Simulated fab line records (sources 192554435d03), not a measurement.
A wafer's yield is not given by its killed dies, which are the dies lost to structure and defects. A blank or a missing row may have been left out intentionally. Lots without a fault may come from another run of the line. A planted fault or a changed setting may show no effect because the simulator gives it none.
fab line records	flow n5Finfet
[record] lots = 24	wafers = 72	lastDay = 17
route steps=1938 shown SPACER0@260 SD_EPI_N@271 SD_EPI_P@314 SD_ACTIVATION@330 ILD0@346
lots that met no fault: from a run of the same line without faults
startH: start of the lot's first displayed wafer, in hours after the record's first day	waitH: hours elapsed since this lot's preceding step	" identical to the entry in the row above	L1.1+2: one row covering several wafers at once	- no value, or no start was given	* or withheld: withheld	< > ~ a bound
route shown NAME@n: names a module that has steps shown in the file, with the first one's number in the route	usual: mean and standard deviation over wafers with no fault	same: alike in all rows	chamber/n: place in a boat	sites: the reading at each site	_std_site: standard deviation across them	_edge_site: inner sites' mean taken away from outer sites' mean	radiusMm: how far each site lies from the wafer's centre	mask NAME#n: copy n	behind: tool/chamber where the wafer was last shaped	hold: cause of the lot's hold/its duration in hours/its outcome	device: the n, p or np transistor that did not switch	end of line: the tests these same wafers got at the end of their route	a step without rows: its recipe alone	killed: count of dies lost to structure and defects at first sort (not the wafer's yield)	map: a wafer's dies, marking killed ones x, the rest . and places with no die _
set.NAME: setting as actually run; set.NAME@STEP: the setting as run at that earlier step	model.NAME: the simulator's own value behind a step, which no gauge read
the route's steps for a sample of lots (tables are steps, rows are wafers)
services: from which hour (startH, from the record's first day; less than 0 if before it) a tool's chamber was out of use, for how many hours, and why
[[steps]]
[step N5_SPACER0_ALD_08]
[recipe] material = SiNx	targetThkA = 20	tempC = 400	aldPrecursorFamily = SiH2I2	aldCoReactant = N2/H2-plasma	pressureTorr = 2
[usual] heaterPowerW = 880/94
lot.wafer	tool	chamber	startH	waitH	heaterPowerW
L074.2	aldSin-03	0	51.64	0.1	854
L074.4	"	1	"	"	825
L074.5	"	0	"	"	854
L075.1	aldSin-04	1	52.93	0.1	815
L075.2	"	2	"	"	916
L075.5	"	2	"	"	923
L076.3	aldSin-04	3	61.74	0.1	942
L076.5	"	1	"	"	800
L076.6	"	2	"	"	936
L077.2	aldSin-03	2	66.60	0.1	866
L077.3	"	3	"	"	820
L077.4	"	0	"	"	846
L078.2	aldSin-04	2	74.42	0.1	917
L078.3	"	3	"	"	942
L078.4	"	0	"	"	1031
L079.2	aldSin-04	2	80.74	0.1	945
L079.3	"	3	"	"	957
L079.6	"	0	"	"	1011
L080.3	aldSin-03	2	82.67	0.1	861
L080.4	"	0	"	"	871
L080.6	"	0	"	"	834
L081.3	aldSin-01	1	91.38	0.1	833
L081.4	"	0	"	"	1075
L081.6	"	0	"	"	1133
L082.1	aldSin-03	2	94.87	0.1	878
L082.2	"	1	"	"	809
L082.3	"	3	"	"	805
L083.2	aldSin-01	2	101.65	0.1	770
L083.5	"	2	"	"	777
L083.6	"	3	"	"	854
L084.2	aldSin-04	3	107.89	0.1	907
L084.3	"	0	"	"	1058
L084.4	"	2	"	"	933
L085.1	aldSin-03	2	117.45	0.1	872
L085.4	"	3	"	"	747
L085.5	"	2	"	"	872
L086.1	aldSin-01	3	124.01	0.1	845
L086.2	"	2	"	"	764
L086.6	"	0	"	"	1095
L087.1	aldSin-03	1	132.14	0.1	805
L087.2	"	2	"	"	875
L087.4	"	3	"	"	821
L088.2	aldSin-01	1	135.05	0.1	833
L088.5	"	3	"	"	846
L088.6	"	2	"	"	756
L089.1	aldSin-01	3	146.42	0.1	831
L089.4	"	2	"	"	780
L089.6	"	2	"	"	795
L090.1	aldSin-03	2	154.30	0.1	872
L090.3	"	3	"	"	782
L090.5	"	2	"	"	869
L091.2	aldSin-03	0	158.10	0.1	849
L091.4	"	1	"	"	790
L091.6	"	3	"	"	804
L092.2	aldSin-04	3	162.08	0.1	941
L092.4	"	0	"	"	1035
L092.6	"	2	"	"	936
L093.2	aldSin-04	0	163.96	0.1	1053
L093.3	"	1	"	"	807
L093.5	"	0	"	"	1039
L094.1	aldSin-01	3	172.08	0.1	858
L094.5	"	3	"	"	878
L094.6	"	2	"	"	763
L095.1	aldSin-01	3	175.35	0.1	856
L095.2	"	0	"	"	1135
L095.5	"	3	"	"	857
L096.2	aldSin-03	1	183.09	0.1	829
L096.4	"	3	"	"	793
L096.6	"	3	"	"	809
L097.3	aldSin-03	0	185.66	0.1	855
L097.5	"	3	"	"	796
L097.6	"	2	"	"	880
[step N5_SD_EPI_N_OVL_MEAS_10]
[recipe] pointsPerWafer = 44
[usual] SD_N_BLK_OVL = 0.3/0.72
[same] pointsPerWafer = 44
lot.wafer	tool	chamber	startH	waitH	SD_N_BLK_OVL[nm]
L074.2	overlay-02	0	52.10	0.0	0.3
L074.4	"	0	"	"	-0.4
L074.5	"	0	"	"	0.6
L075.1	overlay-01	0	53.51	0.0	0.7
L075.2	"	0	"	"	0.2
L075.5	"	0	"	"	-0.2
L076.3	overlay-01	0	62.20	0.0	1.7
L076.5	"	0	"	"	1.1
L076.6	"	0	"	"	0.8
L077.2	overlay-02	0	67.06	0.0	0.4
L077.3	"	0	"	"	-0.5
L077.4	"	0	"	"	-0.1
L078.2	overlay-01	0	74.89	0.0	0.8
L078.3	"	0	"	"	-0.5
L078.4	"	0	"	"	0.0
L079.2	overlay-02	0	81.20	0.0	0.4
L079.3	"	0	"	"	-0.5
L079.6	"	0	"	"	0.1
L080.3	overlay-01	0	83.13	0.0	-0.2
L080.4	"	0	"	"	-0.3
L080.6	"	0	"	"	-0.7
L081.3	overlay-02	0	91.97	0.0	2.1
L081.4	"	0	"	"	0.8
L081.6	"	0	"	"	1.1
L082.1	overlay-02	0	95.33	0.0	1.2
L082.2	"	0	"	"	-0.3
L082.3	"	0	"	"	1.1
L083.2	overlay-01	0	102.11	0.0	-0.3
L083.5	"	0	"	"	-0.2
L083.6	"	0	"	"	0.0
L084.2	overlay-02	0	108.35	0.0	1.4
L084.3	"	0	"	"	-0.1
L084.4	"	0	"	"	0.7
L085.1	overlay-02	0	118.04	0.0	1.8
L085.4	"	0	"	"	0.5
L085.5	"	0	"	"	0.5
L086.1	overlay-01	0	124.48	0.0	-0.9
L086.2	"	0	"	"	0.5
L086.6	"	0	"	"	0.7
L087.1	overlay-02	0	132.72	0.0	0.5
L087.2	"	0	"	"	-0.2
L087.4	"	0	"	"	0.6
L088.2	overlay-01	0	135.51	0.0	1.4
L088.5	"	0	"	"	1.7
L088.6	"	0	"	"	1.3
L089.1	overlay-02	0	146.88	0.0	-1.0
L089.4	"	0	"	"	0.1
L089.6	"	0	"	"	-0.3
L090.1	overlay-02	0	154.89	0.0	0.2
L090.3	"	0	"	"	0.0
L090.5	"	0	"	"	0.9
L091.2	overlay-01	0	158.68	0.0	0.3
L091.4	"	0	"	"	1.2
L091.6	"	0	"	"	1.6
L092.2	overlay-01	0	162.67	0.0	-1.0
L092.4	"	0	"	"	-1.0
L092.6	"	0	"	"	-0.1
L093.2	overlay-01	0	164.42	0.0	1.1
L093.3	"	0	"	"	-0.3
L093.5	"	0	"	"	-0.2
L094.1	overlay-01	0	172.67	0.0	-0.6
L094.5	"	0	"	"	-0.2
L094.6	"	0	"	"	-0.8
L095.1	overlay-02	0	175.93	0.0	0.6
L095.2	"	0	"	"	0.5
L095.5	"	0	"	"	-0.1
L096.2	overlay-02	0	183.68	0.0	1.1
L096.4	"	0	"	"	0.7
L096.6	"	0	"	"	-0.3
L097.3	overlay-02	0	186.26	0.0	-0.2
L097.5	"	0	"	"	-0.8
L097.6	"	0	"	"	-1.4
[step N5_SD_EPI_N_SD_RECESS_17]
[recipe] chemistry = HBr/Cl2/O2	targetDepthA = 410	maskMaterial = SOC	timeS = 23.7	btTimeS = 3	pressureMtorr = 10	icpW = 800	biasW = 112	HBr_flow_sccm = 150	Cl2_flow_sccm = 80	O2_flow_sccm = 12
[usual] drypumpMotorCurrentA = 5.6/0.53	heBacksideLeakSccm = 2.8/0.35	oesProductAu = 0.997/0.018	throttleValvePct = 37.3/0.34
lot.wafer	tool	chamber	startH	waitH	drypumpMotorCurrentA	heBacksideLeakSccm	oesProductAu	rfHoursCounterH	throttleValvePct
L074.2	rieSi-03	1	52.92	0.0	4.8	2.3	0.968	26	38.0
L074.4	"	3	"	"	6.6	2.6	0.979	25	37.4
L074.5	"	2	"	"	5.5	2.4	1.015	-	37.2
L075.1	rieSi-03	0	54.55	0.0	5.1	3.0	1.022	80	37.3
L075.2	"	3	"	"	6.6	2.7	0.988	25	37.4
L075.5	"	2	"	"	5.5	2.5	1.016	-	37.2
L076.3	rieSi-03	1	62.94	0.0	4.8	2.2	0.962	27	38.0
L076.5	"	2	"	"	5.5	2.3	1.014	-	37.2
L076.6	"	1	"	"	4.9	2.2	0.969	-	38.0
L077.2	rieSi-01	2	68.02	0.0	5.3	3.1	1.017	2	36.8
L077.3	"	0	"	"	5.8	2.8	0.991	86	37.1
L077.4	"	3	"	"	6.0	2.6	0.979	4	37.4
L078.2	rieSi-03	2	75.63	0.0	5.5	2.6	1.015	49	37.2
L078.3	"	1	"	"	4.8	2.2	0.962	27	38.0
L078.4	"	0	"	"	5.1	2.8	1.022	81	37.3
L079.2	rieSi-03	2	81.94	0.0	5.6	2.3	1.018	49	37.2
L079.3	"	1	"	"	4.9	2.3	0.969	27	38.0
L079.6	"	3	"	"	6.6	2.7	0.992	-	37.4
L080.3	rieSi-03	0	84.27	0.0	5.1	2.9	1.024	81	37.3
L080.4	"	3	"	"	6.6	2.3	0.984	25	37.4
L080.6	"	3	"	"	6.6	2.4	0.983	-	37.4
L081.3	rieSi-01	2	93.02	0.0	5.3	3.1	1.021	2	36.8
L081.4	"	3	"	"	6.0	2.6	0.978	5	37.4
L081.6	"	3	"	"	6.0	2.7	0.976	-	37.4
L082.1	rieSi-06	0	96.08	0.0	5.6	2.9	1.011	23	37.6
L082.2	"	1	"	"	5.7	2.8	0.975	68	37.3
L082.3	"	3	"	"	5.5	3.2	0.996	78	36.8
L083.2	rieSi-03	3	102.86	0.0	6.6	2.5	0.981	26	37.4
L083.5	"	1	"	"	4.8	2.2	0.964	-	38.0
L083.6	"	2	"	"	5.5	2.4	1.008	-	37.2
L084.2	rieSi-06	3	109.09	0.0	5.5	2.9	1.003	78	36.8
L084.3	"	0	"	"	5.6	2.8	1.007	24	37.6
L084.4	"	2	"	"	5.2	3.0	1.010	134	37.3
L085.1	rieSi-06	0	118.83	0.0	5.6	2.8	1.012	24	37.6
L085.4	"	1	"	"	5.8	2.8	0.973	69	37.3
L085.5	"	3	"	"	5.5	2.9	0.998	-	36.8
L086.1	rieSi-01	1	125.89	0.0	6.7	2.6	0.989	102	37.0
L086.2	"	2	"	"	5.3	3.2	1.025	3	36.8
L086.6	"	3	"	"	6.1	2.7	0.971	-	37.4
L087.1	rieSi-01	1	133.59	0.0	6.7	2.6	0.997	103	37.0
L087.2	"	0	"	"	5.8	2.7	0.990	87	37.1
L087.4	"	3	"	"	6.0	2.8	0.983	5	37.4
L088.2	rieSi-06	2	136.26	0.0	5.2	3.0	1.006	135	37.3
L088.5	"	1	"	"	5.7	2.8	0.982	-	37.3
L088.6	"	0	"	"	5.6	2.9	1.016	-	37.6
L089.1	rieSi-06	0	147.63	0.0	5.6	2.8	1.023	24	37.6
L089.4	"	2	"	"	5.2	2.8	1.002	135	37.3
L089.6	"	0	"	"	5.6	2.8	1.022	-	37.6
L090.1	rieSi-03	1	155.64	0.0	4.9	2.3	0.967	28	38.0
L090.3	"	3	"	"	6.6	2.6	0.993	27	37.4
L090.5	"	0	"	"	5.1	3.4	1.015	-	37.3
L091.2	rieSi-06	2	159.54	0.0	5.2	2.9	1.006	135	37.3
L091.4	"	2	"	"	5.1	3.0	1.008	-	37.3
L091.6	"	1	"	"	5.7	3.0	0.979	-	37.3
L092.2	rieSi-01	3	163.47	0.0	6.0	2.7	0.979	6	37.4
L092.4	"	1	"	"	6.7	2.5	0.996	103	37.0
L092.6	"	2	"	"	5.3	3.2	1.008	-	36.8
L093.2	rieSi-06	1	165.16	0.0	5.8	2.9	0.976	70	37.3
L093.3	"	2	"	"	5.1	4.5	1.007	135	37.3
L093.5	"	1	"	"	5.8	2.9	0.978	-	37.3
L094.1	rieSi-01	1	173.41	0.0	6.7	2.6	0.995	103	37.0
L094.5	"	2	"	"	5.3	3.2	1.012	-	36.8
L094.6	"	3	"	"	6.0	2.7	0.984	-	37.4
L095.1	rieSi-03	2	176.68	0.0	5.6	2.5	1.012	51	37.2
L095.2	"	1	"	"	4.9	2.4	0.962	29	38.0
L095.5	"	1	"	"	4.9	2.3	0.966	-	38.0
L096.2	rieSi-06	3	184.42	0.0	5.5	2.9	1.001	80	36.8
L096.4	"	2	"	"	5.2	2.8	0.997	135	37.3
L096.6	"	2	"	"	5.2	3.0	1.015	-	37.3
L097.3	rieSi-01	0	187.60	0.0	5.9	2.8	0.998	88	37.1
L097.5	"	2	"	"	5.3	2.8	1.015	-	36.8
L097.6	"	3	"	"	6.0	2.6	0.982	-	37.4
[step N5_SD_EPI_P_SD_RECESS_17]
[recipe] chemistry = HBr/Cl2/O2	targetDepthA = 391	btTimeS = 3	pressureMtorr = 10	icpW = 800	biasW = 112	HBr_flow_sccm = 150	Cl2_flow_sccm = 80	O2_flow_sccm = 12
[usual] drypumpMotorCurrentA = 5.7/0.37	heBacksideLeakSccm = 2.75/0.27	oesProductAu = 1.003/0.017	throttleValvePct = 37.1/0.35
lot.wafer	tool	chamber	startH	waitH	drypumpMotorCurrentA	heBacksideLeakSccm	oesProductAu	rfHoursCounterH	throttleValvePct
L074.2	rieSi-05	3	57.23	0.0	5.8	2.69	0.982	126	37.4
L074.4	"	2	"	"	5.1	2.49	0.978	165	37.1
L074.5	"	2	"	"	5.1	2.52	0.971	-	37.1
L075.1	rieSi-05	2	59.97	0.0	5.1	2.60	0.977	165	37.1
L075.2	"	0	"	"	5.9	2.80	1.012	50	36.9
L075.5	"	2	"	"	5.1	2.52	0.972	-	37.1
L076.3	rieSi-04	2	67.37	0.0	6.0	3.41	1.025	194	36.9
L076.5	"	1	"	"	6.6	3.02	1.044	-	37.1
L076.6	"	2	"	"	6.0	3.28	1.033	-	36.9
L077.2	rieSi-02	2	72.45	0.0	5.9	2.89	0.985	9	36.9
L077.3	"	1	"	"	5.7	2.64	0.994	58	37.4
L077.4	"	3	"	"	5.4	2.41	1.012	25	36.4
L078.2	rieSi-02	2	79.96	0.0	5.9	2.79	0.978	10	36.9
L078.3	"	0	"	"	5.4	2.19	1.010	35	37.7
L078.4	"	3	"	"	5.3	2.49	1.010	26	36.4
L079.2	rieSi-04	2	86.26	0.0	6.1	3.08	1.022	194	36.9
L079.3	"	3	"	"	5.8	2.63	0.989	115	37.4
L079.6	"	3	"	"	5.8	2.73	0.996	-	37.4
L080.3	rieSi-02	0	88.83	0.0	5.4	2.42	1.009	35	37.7
L080.4	"	3	"	"	5.3	2.45	1.003	26	36.4
L080.6	"	1	"	"	5.7	2.94	0.982	-	37.4
L081.3	rieSi-04	2	97.63	0.0	6.1	3.26	1.026	194	36.9
L081.4	"	1	"	"	6.6	2.71	1.028	159	37.1
L081.6	"	2	"	"	6.1	3.16	1.021	-	36.9
L082.1	rieSi-02	2	101.21	0.0	5.9	3.06	0.985	10	36.9
L082.2	"	0	"	"	5.4	2.23	1.016	36	37.7
L082.3	"	1	"	"	5.7	2.72	0.998	58	37.4
L083.2	rieSi-04	0	107.34	0.0	5.6	2.83	1.031	163	36.7
L083.5	"	3	"	"	5.8	2.85	0.996	-	37.4
L083.6	"	2	"	"	6.1	3.42	1.024	-	36.9
L084.2	rieSi-04	3	113.42	0.0	5.8	2.87	0.995	115	37.4
L084.3	"	2	"	"	6.1	3.26	1.018	194	36.9
L084.4	"	1	"	"	6.6	2.87	1.018	159	37.1
L085.1	rieSi-04	3	123.41	0.0	5.8	2.52	0.988	115	37.4
L085.4	"	2	"	"	6.1	3.17	1.010	195	36.9
L085.5	"	2	"	"	6.1	3.18	1.021	-	36.9
L086.1	rieSi-02	1	131.22	0.0	5.7	2.60	0.992	59	37.4
L086.2	"	3	"	"	5.4	2.41	1.016	27	36.4
L086.6	"	1	"	"	5.7	2.44	0.987	-	37.4
L087.1	rieSi-05	3	138.97	0.0	5.8	2.78	0.986	128	37.4
L087.2	"	2	"	"	5.1	2.49	0.986	166	37.1
L087.4	"	0	"	"	6.0	2.61	1.008	51	36.9
L088.2	rieSi-05	0	140.73	0.0	6.0	2.76	1.009	51	36.9
L088.5	"	0	"	"	6.0	2.91	1.004	-	36.9
L088.6	"	3	"	"	5.8	2.71	0.987	-	37.4
L089.1	rieSi-05	2	152.98	0.0	5.1	2.48	0.988	166	37.1
L089.4	"	3	"	"	5.8	2.64	0.980	128	37.4
L089.6	"	2	"	"	5.1	2.56	0.976	-	37.1
L090.1	rieSi-04	3	159.96	0.0	5.8	2.77	0.993	116	37.4
L090.3	"	1	"	"	6.6	2.90	1.023	160	37.1
L090.5	"	3	"	"	5.8	2.90	0.990	-	37.4
L091.2	rieSi-02	2	164.15	0.0	5.9	3.09	0.983	11	36.9
L091.4	"	0	"	"	5.4	2.18	1.013	37	37.7
L091.6	"	2	"	"	5.9	2.91	0.992	-	36.9
L092.2	rieSi-02	3	168.66	0.0	5.3	2.47	1.013	27	36.4
L092.4	"	0	"	"	5.4	2.38	1.009	37	37.7
L092.6	"	2	"	"	5.9	3.05	0.986	-	36.9
L093.2	rieSi-05	1	170.35	0.0	5.4	2.78	1.016	4	37.5
L093.3	"	0	"	"	5.9	2.79	1.007	52	36.9
L093.5	"	3	"	"	5.8	2.63	0.977	-	37.4
L094.1	rieSi-05	2	177.86	0.0	5.1	2.58	0.988	167	37.1
L094.5	"	2	"	"	5.1	2.58	0.981	-	37.1
L094.6	"	1	"	"	5.5	2.80	1.013	-	37.5
L095.1	rieSi-05	2	182.03	0.0	5.1	2.55	0.983	167	37.1
L095.2	"	0	"	"	6.0	2.76	1.008	52	36.9
L095.5	"	3	"	"	5.9	2.83	0.976	-	37.4
L096.2	rieSi-04	2	190.04	0.0	6.1	2.89	1.017	1	36.6
L096.4	"	1	"	"	6.6	3.31	1.016	160	37.1
L096.6	"	2	"	"	6.1	3.02	1.012	-	36.6
L097.3	rieSi-02	3	192.89	0.0	5.4	2.39	1.014	28	36.4
L097.5	"	3	"	"	5.3	2.38	1.019	-	36.4
L097.6	"	0	"	"	5.4	2.40	1.016	-	37.7
[step N5_SD_ACTIVATION_RTA_00]
[recipe] tempC = 975	timeS = 0	ambient = N2	idleTempC = 600	rampUpCPerS = 150	rampDownCPerS = 60	coolToC = 600
[usual] lampPowerPct = 8.96/0.058	wafer_temp_C_max = 975.1/1.9
lot.wafer	tool	chamber	startH	waitH	lampPowerPct	wafer_temp_C_max
L074.2	rtpAnneal-01	0	60.70	0.2	8.90	973.5
L074.4	"	0	"	"	8.95	975.3
L074.5	"	0	"	"	8.92	974.8
L075.1	rtpAnneal-02	0	63.13	0.1	8.95	977.6
L075.2	"	0	"	"	9.10	975.0
L075.5	"	0	"	"	8.97	974.8
L076.3	rtpAnneal-01	0	70.52	0.1	9.00	975.9
L076.5	"	0	"	"	8.97	975.6
L076.6	"	0	"	"	9.00	980.2
L077.2	rtpAnneal-02	0	75.55	0.1	8.94	975.3
L077.3	"	0	"	"	9.05	975.8
L077.4	"	0	"	"	8.97	975.6
L078.2	rtpAnneal-02	0	83.04	0.1	8.96	976.6
L078.3	"	0	"	"	9.08	972.3
L078.4	"	0	"	"	8.99	976.7
L079.2	rtpAnneal-01	0	89.35	0.1	8.94	974.3
L079.3	"	0	"	"	8.93	973.7
L079.6	"	0	"	"	8.93	975.3
L080.3	rtpAnneal-01	0	91.95	0.1	9.00	973.3
L080.4	"	0	"	"	8.80	972.5
L080.6	"	0	"	"	8.82	975.2
L081.3	rtpAnneal-02	0	100.89	0.2	8.92	977.7
L081.4	"	0	"	"	8.97	978.2
L081.6	"	0	"	"	8.93	978.4
L082.1	rtpAnneal-01	0	104.29	0.0	8.93	977.3
L082.2	"	0	"	"	9.00	976.6
L082.3	"	0	"	"	8.95	978.0
L083.2	rtpAnneal-02	0	110.49	0.1	9.10	975.8
L083.5	"	0	"	"	8.98	975.7
L083.6	"	0	"	"	8.96	979.2
L084.2	rtpAnneal-01	0	116.85	0.4	9.04	976.3
L084.3	"	0	"	"	9.01	974.0
L084.4	"	0	"	"	8.93	972.4
L085.1	rtpAnneal-02	0	127.33	0.0	8.99	973.2
L085.4	"	0	"	"	8.93	972.5
L085.5	"	0	"	"	8.96	973.0
L086.1	rtpAnneal-01	0	134.35	0.0	9.07	976.7
L086.2	"	0	"	"	8.91	976.3
L086.6	"	0	"	"	9.02	974.8
L087.1	rtpAnneal-02	0	142.98	0.0	8.97	974.8
L087.2	"	0	"	"	8.96	977.0
L087.4	"	0	"	"	8.80	972.2
L088.2	rtpAnneal-02	0	143.87	0.1	8.91	974.9
L088.5	"	0	"	"	8.92	977.6
L088.6	"	0	"	"	8.90	973.6
L089.1	rtpAnneal-01	0	156.89	0.0	8.96	978.2
L089.4	"	0	"	"	8.97	975.9
L089.6	"	0	"	"	8.99	973.2
L090.1	rtpAnneal-02	0	163.03	0.0	8.98	974.6
L090.3	"	0	"	"	9.04	975.6
L090.5	"	0	"	"	8.89	974.1
L091.2	rtpAnneal-01	0	167.27	0.1	8.89	974.6
L091.4	"	0	"	"	8.90	975.0
L091.6	"	0	"	"	9.00	976.2
L092.2	rtpAnneal-02	0	171.95	0.1	9.01	975.2
L092.4	"	0	"	"	8.94	972.8
L092.6	"	0	"	"	8.93	975.2
L093.2	rtpAnneal-02	0	173.80	0.1	8.81	973.1
L093.3	"	0	"	"	9.04	977.5
L093.5	"	0	"	"	9.02	973.4
L094.1	rtpAnneal-01	0	181.06	0.0	9.00	972.9
L094.5	"	0	"	"	9.02	973.4
L094.6	"	0	"	"	8.97	974.8
L095.1	rtpAnneal-01	0	185.21	0.0	8.96	973.1
L095.2	"	0	"	"	8.91	972.9
L095.5	"	0	"	"	8.96	978.5
L096.2	rtpAnneal-01	0	194.21	0.3	8.94	973.0
L096.4	"	0	"	"	8.94	974.0
L096.6	"	0	"	"	9.07	976.3
L097.3	rtpAnneal-02	0	197.06	0.3	8.97	972.4
L097.5	"	0	"	"	8.95	974.2
L097.6	"	0	"	"	8.90	974.8
[step N5_ILD0_INSPECT_06]
[recipe] inspectInstrument = darkfield	mode = postCmp
[usual] rawDefectCount = 38/18
lot.wafer	tool	chamber	startH	waitH	rawDefectCount
L074.2	defectInspect-01	-	68.09	0.0	44
L074.4	"	-	"	"	26
L074.5	"	-	"	"	31
L075.1	defectInspect-02	-	70.42	0.0	9
L075.2	"	-	"	"	27
L075.5	"	-	"	"	20
L076.3	defectInspect-01	-	77.49	0.0	28
L076.5	"	-	"	"	24
L076.6	"	-	"	"	42
L077.2	defectInspect-01	-	82.51	0.0	48
L077.3	"	-	"	"	41
L077.4	"	-	"	"	96
L078.2	defectInspect-02	-	90.31	0.0	35
L078.3	"	-	"	"	25
L078.4	"	-	"	"	57
L079.2	defectInspect-02	-	96.75	0.0	16
L079.3	"	-	"	"	41
L079.6	"	-	"	"	10
L080.3	defectInspect-02	-	99.54	0.0	25
L080.4	"	-	"	"	24
L080.6	"	-	"	"	18
L081.3	defectInspect-01	-	108.09	0.0	16
L081.4	"	-	"	"	32
L081.6	"	-	"	"	27
L082.1	defectInspect-01	-	111.27	0.0	51
L082.2	"	-	"	"	41
L082.3	"	-	"	"	40
L083.2	defectInspect-01	-	117.48	0.0	53
L083.5	"	-	"	"	45
L083.6	"	-	"	"	40
L084.2	defectInspect-02	-	123.85	0.0	104
L084.3	"	-	"	"	69
L084.4	"	-	"	"	59
L085.1	defectInspect-01	-	134.40	0.0	45
L085.4	"	-	"	"	34
L085.5	"	-	"	"	24
L086.1	defectInspect-02	-	141.33	0.0	25
L086.2	"	-	"	"	48
L086.6	"	-	"	"	33
L087.1	defectInspect-01	-	150.41	0.0	22
L087.2	"	-	"	"	51
L087.4	"	-	"	"	10
L088.2	defectInspect-01	-	151.24	0.0	72
L088.5	"	-	"	"	30
L088.6	"	-	"	"	20
L089.1	defectInspect-02	-	163.96	0.0	30
L089.4	"	-	"	"	24
L089.6	"	-	"	"	32
L090.1	defectInspect-02	-	170.43	0.0	37
L090.3	"	-	"	"	34
L090.5	"	-	"	"	34
L091.2	defectInspect-01	-	174.49	0.0	66
L091.4	"	-	"	"	42
L091.6	"	-	"	"	38
L092.2	defectInspect-02	-	178.91	0.0	31
L092.4	"	-	"	"	25
L092.6	"	-	"	"	47
L093.2	defectInspect-01	-	181.12	0.0	27
L093.3	"	-	"	"	23
L093.5	"	-	"	"	38
L094.1	defectInspect-01	-	189.50	0.0	44
L094.5	"	-	"	"	75
L094.6	"	-	"	"	44
L095.1	defectInspect-01	-	192.28	0.0	27
L095.2	"	-	"	"	60
L095.5	"	-	"	"	38
L096.2	defectInspect-01	-	202.48	0.0	22
L096.4	"	-	"	"	19
L096.6	"	-	"	"	34
L097.3	defectInspect-01	-	204.57	0.0	47
L097.5	"	-	"	"	28
L097.6	"	-	"	"	29
[[services]]
tool	chamber	startH	hours	kind
rieSi-04	2	32.75	1.8	repair
aldSin-03	1	47.32	3.2	repair
aldSin-04	-	51.51	0.8	pm
rieSi-02	-	76.94	0.3	repair
rieSi-04	1	78.23	16.9	repair
rieSi-04	-	81.21	2.8	pm
rieSi-02	2	83.83	2.2	repair
rieSi-03	-	113.85	4.3	pm
rieSi-04	2	135.68	-	clean
rieSi-04	2	135.68	13.9	scheduledDown
rieSi-04	2	135.68	13.9	ventCycle
aldSin-03	-	141.99	6.1	pm
rieSi-01	0	151.42	4.4	repair
rieSi-06	0	154.82	14.8	repair
aldSin-01	3	156.05	4.9	repair
rieSi-03	0	160.94	1.2	repair
aldSin-03	1	165.87	3.7	repair
rieSi-02	-	172.83	2.8	pm
aldSin-04	-	176.76	14.0	pm
aldSin-04	0	176.76	14.0	ventCycle
aldSin-04	1	176.76	14.0	ventCycle
aldSin-04	2	176.76	14.0	ventCycle
aldSin-04	3	176.76	14.0	ventCycle
rieSi-04	0	181.61	7.6	repair
[[key]]
fault none
